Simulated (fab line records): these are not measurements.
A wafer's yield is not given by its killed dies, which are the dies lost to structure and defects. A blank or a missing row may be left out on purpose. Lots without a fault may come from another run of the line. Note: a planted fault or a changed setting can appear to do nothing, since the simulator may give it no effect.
Which tool did it? / flow nand-harc / 6 lots (18 wafers sampled), 1 step of a 1302-step route

== WHAT EACH GAUGE READ, for each wafer ==
NHARC_P_GATE_CD_MEAS_91 targets a cd of 2000 nm.
lot=L251; measured=day 6 21:07; on=cd-sem-03; cd-nm (nm)=1999.4 2001.8 1998.8
lot=L253; measured=day 7 05:34; on=cd-sem-01; cd-nm (nm)=1999.2 2000.7 2001.3
lot=L257; measured=day 8 23:28; on=cd-sem-02; cd-nm (nm)=2001.7 2003.2 2001.1
lot=L264; measured=day 11 21:34; on=cd-sem-03; cd-nm (nm)=2001.9 2001.9 2002.6
lot=L268; measured=day 14 02:02; on=cd-sem-02; cd-nm (nm)=1999.8 1998.7 2002.0
lot=L271; measured=day 15 03:06; on=cd-sem-03; cd-nm (nm)=1997.3 1998.8 1997.0

== WHICH TOOL RAN EACH LOT (tool, then ch and the chambers of the sampled wafers, then the start) ==
Record: no process step prior to these readings.

== THE ANSWER, worked out from the rows above alone ==
Rule: the lots themselves supply what counts as usual. The widest of any qualifying gaps counts: lots, ordered by their means at a reading, are off when they make up no more than a third of the lots, leave a main group of 4 or more, and stand apart from it by 3 or more times the standard deviation of that group's means. Not used: any main group whose means are identical at the precision the tables above print for the reading. A lot without any number at a reading at which 4 lots or more have one is off too. All remaining lots with rows at the step are treated as sound.
Nothing can be told from this: no lot is off at any reading shown.

== WHAT THE SIMULATOR PUT IN ==
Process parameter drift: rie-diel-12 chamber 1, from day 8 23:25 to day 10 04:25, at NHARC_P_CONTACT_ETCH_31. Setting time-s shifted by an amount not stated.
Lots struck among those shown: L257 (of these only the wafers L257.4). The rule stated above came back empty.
